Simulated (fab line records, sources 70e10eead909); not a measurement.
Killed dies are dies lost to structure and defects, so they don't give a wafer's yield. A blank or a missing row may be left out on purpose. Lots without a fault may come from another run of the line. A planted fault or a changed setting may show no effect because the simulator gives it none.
A struck lot beside a sound one | flow nand_harc | 14 steps out of a route of 1302
Sound: wafers L425.3, L425.4, L425.6. Struck: wafers L441.2, L441.3, L441.6. The cause comes at the end.
At each step with rows: each side's tool, then ch and its chambers, then its first start. Under that, the readings that differ: sound wafers | struck wafers | difference of the means | sigmas: that difference in standard deviations of wafers without a fault.
alike: readings whose means differ by less than 2 such deviations, and words and numbers that are the same on both sides. not compared: withheld readings, readings that some wafer has no value for, bounds like >300 that may hide the same value, and numbers for which the record gives no deviation and whose values overlap.
The two part at a step that has a row with sigmas, a row that says differs or no value, or rows on one side only. Numbers that don't overlap but have no deviation are shown without sigmas and don't part them. A reading that every wafer of one side lacks parts them only if that side has two wafers or more.

first, 9 steps without rows for these wafers: NHARC_A_STAIRCASE_DEHYDRATE_209 (time 120 s); NHARC_A_STAIRCASE_HMDS_210 (time 30 s); NHARC_A_STAIRCASE_COAT_211; NHARC_A_STAIRCASE_SOFTBAKE_212 (time 170 s); NHARC_A_STAIRCASE_EBR_213; NHARC_A_STAIRCASE_EXPOSE_214 (exposes mask STAIR 3); NHARC_A_STAIRCASE_PEB_215 (peb time 130 s); NHARC_A_STAIRCASE_DEVELOP_216 (time 140 s); NHARC_A_STAIRCASE_HARDBAKE_218 (time 140 s).
NHARC_A_STAIRCASE_DESCUM_219: chemistry O2, time 3 s.
  sound on rie_diel-04 ch 0,2, day 16 14:37; struck on rie_diel-04 ch 2,3, day 23 22:37
  alike: drypump_motor_current_A, oes_product_au, rf_vpp_V, showerhead_plenum_p_Torr, throttle_valve_pct
  not compared: rf_hours_counter_h
NHARC_A_STAIRCASE_TRIM_220: chemistry O2, time 211.2 s.
  sound on rie_diel-04 ch 2,3, day 16 14:42; struck on rie_diel-04 ch 1,2,3, day 23 22:42
  alike: drypump_motor_current_A, oes_product_au, rf_vpp_V, showerhead_plenum_p_Torr, throttle_valve_pct
  not compared: rf_hours_counter_h
NHARC_A_STAIRCASE_ETCH_221: etches the open film in C4F8/O2, target depth 100 nm, time 40.5 s.
  sound on rie_diel-04 ch 0,1,3, day 16 14:51; struck on rie_diel-04 ch 2,3, day 23 22:53
  reading               | sound             | struck            | difference | sigmas
  oes_product_au (a.u.) | 0.955 0.947 0.960 | 1.148 1.183 1.172 | +0.214     | +13
  rf_fwd_power_W (W)    | 588.9 597.5 593.9 | 835.1 830.6 832.5 | +239.3     | +89
  alike: rf_vpp_V
  not compared: rf_hours_counter_h
NHARC_A_STAIRCASE_TRIM_222: chemistry O2, time 211.2 s.
  sound on rie_diel-04 ch 0,2,3; struck on rie_diel-04 ch 1,3
  reading                | sound                | struck               | difference | sigmas
  throttle_valve_pct (%) | 17.014 17.040 17.020 | 17.040 17.051 17.045 | +0.021     | +2
  alike: drypump_motor_current_A, oes_product_au, rf_vpp_V, showerhead_plenum_p_Torr
  not compared: rf_hours_counter_h
-- the record jumps here: 9 days lie between the struck wafers' starts before and after (it left off in module A_STAIRCASE and takes up again in module END, whose first step shown is number 1302 of the route) --
NHARC_END_SORT_01:
  the record has rows for the struck wafers here (prober-01 ch 0, day 32 13:58) and none for the sound ones

WHERE THEY PART
First at NHARC_A_STAIRCASE_ETCH_221; last, within this record, at NHARC_END_SORT_01.

WHY: what the simulator had put in
Process parameter drift: rie_diel-04, from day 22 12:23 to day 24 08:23, at NHARC_A_STAIRCASE_ETCH_221. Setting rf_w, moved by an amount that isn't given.
